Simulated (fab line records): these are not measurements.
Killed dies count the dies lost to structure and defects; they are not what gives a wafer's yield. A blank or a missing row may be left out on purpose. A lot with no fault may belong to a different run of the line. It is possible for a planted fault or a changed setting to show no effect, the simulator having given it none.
Which tool did it? | flow n5 finfet | 11 lots, 33 wafers sampled, at 5 steps of a route of 1938

WHAT THE GAUGES READ, wafer by wafer
The record lacks any reading of a measuring or inspecting step that a usual standard deviation could be used to judge.

EACH LOT AND THE TOOL THAT RAN IT (in order: tool; ch and the chambers of the sampled wafers; start)
lot  | N5_BEOL_M9_CURE_72            | N5_BEOL_M9_SPUTTER_48        | N5_BEOL_M9_ECD_50              | N5_BEOL_M9_CMP_52             | N5_BEOL_M10_PECVD_70
L816 | uv cure-02 ch 1, day 9 05:52  | pvd sputter-01, day 9 08:49  | ecd cu-01 ch 0, day 9 08:56    | cmp-02 ch 0,2, day 9 09:24    | pecvd-01 ch 1,2, day 9 10:31
L819 | uv cure-03 ch 2, day 10 15:34 | pvd sputter-01, day 10 16:38 | ecd cu-01 ch 0, day 10 16:46   | cmp-03 ch 0,2,3, day 10 17:14 | pecvd-04 ch 0,1, day 10 18:17
L821 | uv cure-03 ch 1, day 10 21:52 | pvd sputter-01, day 10 22:52 | ecd cu-01 ch 0,1, day 10 22:59 | cmp-04 ch 0,1,2, day 10 23:40 | pecvd-02 ch 0,2, day 11 01:13
L820 | uv cure-02 ch 0, day 11 01:54 | pvd sputter-02, day 11 03:32 | ecd cu-01 ch 0,1, day 11 03:39 | cmp-02 ch 0,1,2, day 11 04:29 | pecvd-01 ch 0,1, day 11 06:05
L826 | uv cure-02 ch 2, day 11 23:56 | pvd sputter-01, day 12 02:49 | ecd cu-01 ch 0,1, day 12 02:56 | cmp-04 ch 0,1,2, day 12 03:23 | pecvd-01 ch 0,1,2, day 12 04:58
L825 | uv cure-01 ch 0, day 12 00:05 | pvd sputter-02, day 12 02:33 | ecd cu-01 ch 0,1, day 12 02:40 | cmp-04 ch 1,2,3, day 12 03:07 | pecvd-02 ch 1,2, day 12 04:12
L827 | uv cure-02 ch 0, day 12 08:46 | pvd sputter-03, day 12 10:16 | ecd cu-01 ch 0,1, day 12 10:23 | cmp-03 ch 0,1,3, day 12 10:49 | pecvd-04 ch 0,1,2, day 12 11:55
L831 | uv cure-02 ch 2, day 13 15:54 | pvd sputter-03, day 13 18:45 | ecd cu-02 ch 0,1, day 13 18:52 | cmp-02 ch 0,1,3, day 13 19:21 | pecvd-04 ch 1,2, day 13 20:23
L835 | uv cure-02 ch 2, day 14 03:36 | pvd sputter-03, day 14 04:49 | ecd cu-02 ch 0,1, day 14 04:56 | cmp-03 ch 1,2, day 14 05:23   | pecvd-04 ch 0,1,2, day 14 06:30
L836 | uv cure-03 ch 0, day 14 14:06 | pvd sputter-01, day 14 15:02 | ecd cu-02 ch 0,1, day 14 15:11 | cmp-03 ch 0,2,3, day 14 16:16 | pecvd-02 ch 1,2, day 14 17:23
L837 | uv cure-02 ch 1, day 14 16:26 | pvd sputter-03, day 14 17:31 | ecd cu-02 ch 0,1, day 14 17:38 | cmp-02 ch 0,1,2, day 14 18:08 | pecvd-02 ch 0,1,2, day 14 19:11
- N5_BEOL_M9_CURE_72: cures SiCOH lowk, time 120 s.
- N5_BEOL_M9_SPUTTER_48: material Cu, target thk 12 nm, time 2 s.
- N5_BEOL_M9_ECD_50: material Cu, target thk 318 nm.
- N5_BEOL_M9_CMP_52: polishes, stops on SiCOH lowk, t overpolish 7 s, target thk 140 nm.
- N5_BEOL_M10_PECVD_70: deposits SiO2 from TEOS/O2, target thk 20 nm, time 22.7 s.

AS READ BY THE TOOLS THEMSELVES (means over the sampled wafers that have a number; for cases with no such wafer, the mark the record gives instead)
N5_BEOL_M9_CURE_72.
lot  | tool       | lamp power pct (%) | wafer_temp_C_max
L816 | uv cure-02 | 52.35              | 373.0
L819 | uv cure-03 | 52.27              | 371.5
L821 | uv cure-03 | 52.25              | 372.8
L820 | uv cure-02 | 52.32              | 372.1
L826 | uv cure-02 | 52.33              | 371.9
L825 | uv cure-01 | 52.30              | 371.3
L827 | uv cure-02 | 52.30              | 371.8
L831 | uv cure-02 | 52.34              | 372.0
L835 | uv cure-02 | 52.34              | 371.8
L836 | uv cure-03 | 52.34              | 371.6
L837 | uv cure-02 | 52.32              | 372.9

N5_BEOL_M9_SPUTTER_48.
lot  | tool           | bias v (V) | chuck sensor temp C (C) | substrate temp c (C) | throttle valve pct (%)
L816 | pvd sputter-01 | 59.9       | -16.2                   | -20.01               | 30.5
L819 | pvd sputter-01 | 60.6       | -15.8                   | -19.99               | 30.8
L821 | pvd sputter-01 | 60.7       | -16.4                   | -19.99               | 30.1
L820 | pvd sputter-02 | 60.4       | -15.9                   | -19.93               | 30.2
L826 | pvd sputter-01 | 60.4       | -15.7                   | -20.02               | 31.2
L825 | pvd sputter-02 | 59.9       | -15.7                   | -19.96               | 30.3
L827 | pvd sputter-03 | 60.0       | -16.0                   | -20.02               | 30.2
L831 | pvd sputter-03 | 59.7       | -16.0                   | -20.01               | 30.8
L835 | pvd sputter-03 | 60.3       | -16.0                   | -20.05               | 29.3
L836 | pvd sputter-01 | 59.8       | -15.7                   | -20.01               | 31.2
L837 | pvd sputter-03 | 60.1       | -16.1                   | -19.99               | 30.9

N5_BEOL_M9_CMP_52.
lot  | tool   | clearing platen down force psi (psi) | motor current A (A) | time to endpoint s (s)
L816 | cmp-02 | 1.498                                | 6.2                 | 63
L819 | cmp-03 | 1.499                                | 5.6                 | 64
L821 | cmp-04 | 1.498                                | 5.9                 | 66
L820 | cmp-02 | 1.501                                | 6.3                 | 66
L826 | cmp-04 | 1.502                                | 5.8                 | 64
L825 | cmp-04 | 1.501                                | 6.1                 | 56
L827 | cmp-03 | 1.502                                | 5.5                 | 60
L831 | cmp-02 | 1.500                                | 6.1                 | 64
L835 | cmp-03 | 1.498                                | 5.5                 | 68
L836 | cmp-03 | 1.500                                | 5.8                 | 67
L837 | cmp-02 | 1.502                                | 6.2                 | 67

N5_BEOL_M10_PECVD_70.
lot  | tool     | heater power w (W) | showerhead plenum p Torr (Torr) | throttle valve pct (%)
L816 | pecvd-01 | 811                | 8.83                            | 22.6
L819 | pecvd-04 | 726                | 8.74                            | 22.9
L821 | pecvd-02 | 735                | 8.80                            | 23.3
L820 | pecvd-01 | 686                | 8.77                            | 21.9
L826 | pecvd-01 | 724                | 8.79                            | 21.4
L825 | pecvd-02 | 735                | 8.81                            | 22.1
L827 | pecvd-04 | 712                | 8.79                            | 22.3
L831 | pecvd-04 | 759                | 8.79                            | 22.9
L835 | pecvd-04 | 726                | 8.79                            | 22.3
L836 | pecvd-02 | 707                | 8.79                            | 22.5
L837 | pecvd-02 | 757                | 8.80                            | 23.0

THE ANSWER, worked out from the rows above alone
Rule: what is usual is taken from the lots themselves. Put in order of their means at a reading, lots are off if they are a third of the lots or fewer, leave a main group of 4 or more, and stand apart from it by a gap of 3 or more times the standard deviation of the main group's means; of several such gaps the widest counts. A main group is skipped when, at the precision printed for the reading in the tables above, its means are all equal. A lot without any number at a reading at which 4 lots or more have one is off too. The other lots that the step has rows for count as sound. Order of review: gauges by route order, followed by the tools' own readings, for which a lot's mean as printed above is used. At the first step where some lot is off, the reading lying furthest off is the one used; lots without a number count as furthest.
No lot is off on any of the readings shown, so nothing can be concluded from this.

WHAT THE SIMULATOR HAD INSERTED
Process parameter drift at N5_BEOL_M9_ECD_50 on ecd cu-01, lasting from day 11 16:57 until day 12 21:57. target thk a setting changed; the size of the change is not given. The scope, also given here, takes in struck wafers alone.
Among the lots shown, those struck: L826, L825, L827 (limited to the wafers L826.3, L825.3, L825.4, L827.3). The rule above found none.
